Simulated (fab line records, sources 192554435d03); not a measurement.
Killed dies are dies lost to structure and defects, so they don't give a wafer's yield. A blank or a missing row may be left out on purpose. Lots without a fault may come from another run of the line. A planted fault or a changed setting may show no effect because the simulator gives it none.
Chamber matching | flow n5_finfet | N5_BEOL_M1_DEP_57 on pecvd-04: 3 sister chambers
The step deposits SiCN from 3MS/NH3, target thk 8 nm, time 14 s. 6 wafers are shown with their chamber, then 7 later ones without.

WAFERS WITH THEIR CHAMBER
wafer  | chamber | throttle_valve_pct (%) | showerhead_plenum_p_Torr (Torr)
L076.6 | 1       | 8.4                    | 3.670
L086.5 | 2       | 8.9                    | 3.661
L089.4 | 2       | 8.9                    | 3.673
L089.5 | 1       | 8.5                    | 3.676
L093.2 | 0       | 9.1                    | 3.681
L093.5 | 0       | 9.3                    | 3.701

WAFERS WITHOUT THEIR CHAMBER
wafer  | throttle_valve_pct (%) | showerhead_plenum_p_Torr (Torr)
L093.6 | 8.8                    | 3.664
L095.1 | 9.4                    | 3.679
L095.3 | 8.5                    | 3.669
L095.4 | 9.3                    | 3.692
L097.1 | 8.6                    | 3.668
L097.5 | 9.4                    | 3.688
L097.6 | 8.6                    | 3.676

WHICH CHAMBER EACH WENT THROUGH
wafer  | from the rows above     | in truth
L093.6 | 2                       | 2
L095.1 | 0                       | 0
L095.3 | 1                       | 1
L095.4 | 0                       | 0
L097.1 | can't be placed: 1 or 2 | 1
L097.5 | 0                       | 0
L097.6 | can't be placed: 1 or 2 | 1
Placed correctly: 5 of 7. Can't be placed from these rows: 2 (the true chamber is among the candidates in 2). Placed wrongly: 0.
How it was worked out, from the rows above alone: a wafer's distance from a chamber is the root of the sum, over the readings, of the square of ((its reading less the chamber's mean) divided by the reading's scatter). The wafer belongs to the nearest chamber; if the next one is less than 2 further off, it can't be placed. A chamber's mean is the mean of its shown wafers. The scatter: the root of (the sum of the squares of (reading less its chamber's mean) over the shown wafers, divided by (wafers less chambers)).
